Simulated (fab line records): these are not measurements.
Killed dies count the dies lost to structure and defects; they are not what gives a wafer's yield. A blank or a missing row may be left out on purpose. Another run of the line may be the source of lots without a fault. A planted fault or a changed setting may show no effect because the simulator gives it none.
Chamber matching	flow nand harc	4 sister chambers for NHARC_A_M0_ETCH_34 on rie diel-10
The step etches the open film in N2/H2, target depth 40 nm, overetch 12 nm, time 43.94 s. 8 wafers are shown with their chamber, then 9 later ones without.

EACH WAFER AND ITS CHAMBER
wafer	chamber	showerhead plenum p Torr (Torr)	drypump motor current A (A)
L333.4	1	2.08	6.2
L335.1	3	2.09	5.9
L336.5	0	2.16	5.3
L336.6	3	2.08	5.9
L347.1	1	2.08	6.2
L346.3	0	2.16	5.4
L346.4	2	1.90	6.0
L346.5	2	1.90	5.9

WAFERS WITHOUT THEIR CHAMBER
wafer	showerhead plenum p Torr (Torr)	drypump motor current A (A)
L345.2	2.16	5.3
L345.3	2.08	6.2
L345.5	2.16	5.3
L351.1	2.16	5.3
L351.4	2.08	6.2
L351.5	2.16	5.4
L353.1	2.16	5.3
L353.5	2.08	6.2
L353.6	1.90	6.0

THE CHAMBER EACH PASSED THROUGH
wafer	from the rows above	in truth
L345.2	0	0
L345.3	1	1
L345.5	0	0
L351.1	0	0
L351.4	1	1
L351.5	0	0
L353.1	0	0
L353.5	1	1
L353.6	2	2
Correct placement for 9 of the 9. Not placeable from these rows: 0. Placed wrongly: 0.
How it was worked out, from the rows above alone: a wafer's distance from a chamber is the root of the sum, over the readings, of the square of ((its reading less the chamber's mean) divided by the reading's scatter). The wafer belongs to the nearest chamber; if the next one is less than 2 further off, it can't be placed. For every chamber, the mean is computed from those of its wafers that are shown. How the scatter is found: for the shown wafers, subtract from each reading the mean of its chamber, square and add these, divide the total by (wafers less chambers), then take the root.
